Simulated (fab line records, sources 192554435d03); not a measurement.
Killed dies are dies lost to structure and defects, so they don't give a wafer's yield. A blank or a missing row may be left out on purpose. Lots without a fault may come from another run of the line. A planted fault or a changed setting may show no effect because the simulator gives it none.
A struck lot beside a sound one | flow n5_finfet | 14 steps out of a route of 1938
Sound: wafers L304.2, L304.3, L304.5. Struck: wafers L316.4, L316.5, L316.6. The cause comes at the end.
At each step with rows: each side's tool, then ch and its chambers, then its first start. Under that, the readings that differ: sound wafers | struck wafers | difference of the means | sigmas: that difference in standard deviations of wafers without a fault.
alike: readings whose means differ by less than 2 such deviations, and words and numbers that are the same on both sides. not compared: withheld readings, readings that some wafer has no value for, bounds like >300 that may hide the same value, and numbers for which the record gives no deviation and whose values overlap.
The two part at a step that has a row with sigmas, a row that says differs or no value, or rows on one side only. Numbers that don't overlap but have no deviation are shown without sigmas and don't part them. A reading that every wafer of one side lacks parts them only if that side has two wafers or more.

N5_HKMG_FIN_ETCHBACK_68: etches the open film in Cl2/Ar, stops on HfO2, target depth 0.5 nm.
  sound on rie_metal-01 ch 0,1, day 4 10:14; struck on rie_metal-02 ch 1, day 7 11:19
  reading                | sound             | struck            | difference | sigmas
  throttle_valve_pct (%) | 21.08 21.10 21.01 | 20.43 20.43 20.43 | -0.63      | -2
  alike: bias_w, drypump_motor_current_A, oes_product_au
  not compared: rf_hours_counter_h
N5_HKMG_FIN_STRIP_69: strips in N2/H2, time 360 s.
  sound on plasma_asher-01 ch 0,1, day 4 10:22; struck on plasma_asher-01 ch 0,1, day 7 11:35
  alike: drypump_motor_current_A, heater_power_w
  not compared: rf_hours_counter_h
then, 6 steps without rows for these wafers: N5_HKMG_FIN_ALD_21 (deposits TiN, target thk 1.5 nm, pulse time 1 s, purge time 3 s); N5_HKMG_FIN_ALD_72 (deposits W, target thk 2 nm, pulse time 1 s, purge time 2 s); N5_HKMG_FIN_W_FILL_22 (material W, target thk 60 nm, time 18.2 s); N5_HKMG_FIN_PRECLEAN_83 (cleans in DIW, time 57.5 s); N5_HKMG_FIN_SRD_84 (dry time 32 s); N5_HKMG_FIN_CMP_23 (polishes, stops on SiNx, t overpolish 10 s, target thk 46.326 nm).
N5_HKMG_FIN_CMP_94: polishes, stops on SiNx, t overpolish 4.7 s, target thk 43.299 nm.
  sound on cmp-04 ch 0,1,2, day 4 11:47; struck on cmp-02 ch 1,2, day 7 12:54
  alike: motor_current_A, retaining_ring_pressure_frac
N5_HKMG_FIN_INSPECT_28: inspects for defects (darkfield).
  sound on defect_inspect-01, day 4 12:01; struck on defect_inspect-01, day 7 13:09
  alike: raw_defect_count
N5_GATE_CUT_ETCHBACK_00: etches W in SF6/Cl2.
  sound on rie_metal-02 ch 0,1, day 4 12:03; struck on rie_metal-01 ch 0,1, day 7 13:13
  reading                | sound             | struck            | difference | sigmas
  oes_product_au (a.u.)  | 0.93 0.93 0.94    | 0.71 0.60 0.71    | -0.26      | -2
  throttle_valve_pct (%) | 27.02 27.32 27.00 | 27.62 27.76 27.63 | +0.56      | +2
  alike: bias_w, drypump_motor_current_A
  not compared: rf_hours_counter_h
N5_GATE_CUT_ETCH_56: etches TiN in Cl2/Ar, target depth 21.6 nm.
  sound on rie_metal-02 ch 0,1, day 4 12:10; struck on rie_metal-01 ch 0,1, day 7 13:20
  reading                  | sound             | struck            | difference | sigmas
  bias_w (W)               | 60.18 60.22 59.92 | 76.95 77.14 76.70 | +16.82     | +99
  model.etch.depth_nm (nm) | 22.47 21.74 22.32 | 23.94 23.39 23.96 | +1.59      |
  alike: drypump_motor_current_A, oes_product_au, throttle_valve_pct
  not compared: rf_hours_counter_h
N5_GATE_CUT_ETCHBACK_30: etches TiN in Cl2/Ar, target depth 3 nm.
  sound on rie_metal-02 ch 0,1, day 4 12:16; struck on rie_metal-01 ch 0,1, day 7 13:24
  reading               | sound          | struck         | difference | sigmas
  oes_product_au (a.u.) | 0.94 0.93 0.94 | 0.72 0.59 0.71 | -0.26      | -2
  alike: bias_w, drypump_motor_current_A, throttle_valve_pct
  not compared: rf_hours_counter_h
-- the record jumps here: 5 days lie between the struck wafers' starts before and after (it left off in module GATE_CUT and takes up again in module BEOL_M4, whose first step shown is number 1111 of the route) --
N5_BEOL_M4_RC_MEAS_101:
  sound on prober-01 ch 0, day 9 10:29; struck on prober-02 ch 0, day 12 13:23
  alike: DIBL_N, DIBL_P, IOFF_N, IOFF_P, ION_N, ION_P, SS_N, SS_P, VT_N, VT_P

WHERE THEY PART
First at N5_HKMG_FIN_ETCHBACK_68; last, within this record, at N5_GATE_CUT_ETCHBACK_30. Later steps at which nothing parts them and some readings are alike: N5_BEOL_M4_RC_MEAS_101.

WHY: what the simulator had put in
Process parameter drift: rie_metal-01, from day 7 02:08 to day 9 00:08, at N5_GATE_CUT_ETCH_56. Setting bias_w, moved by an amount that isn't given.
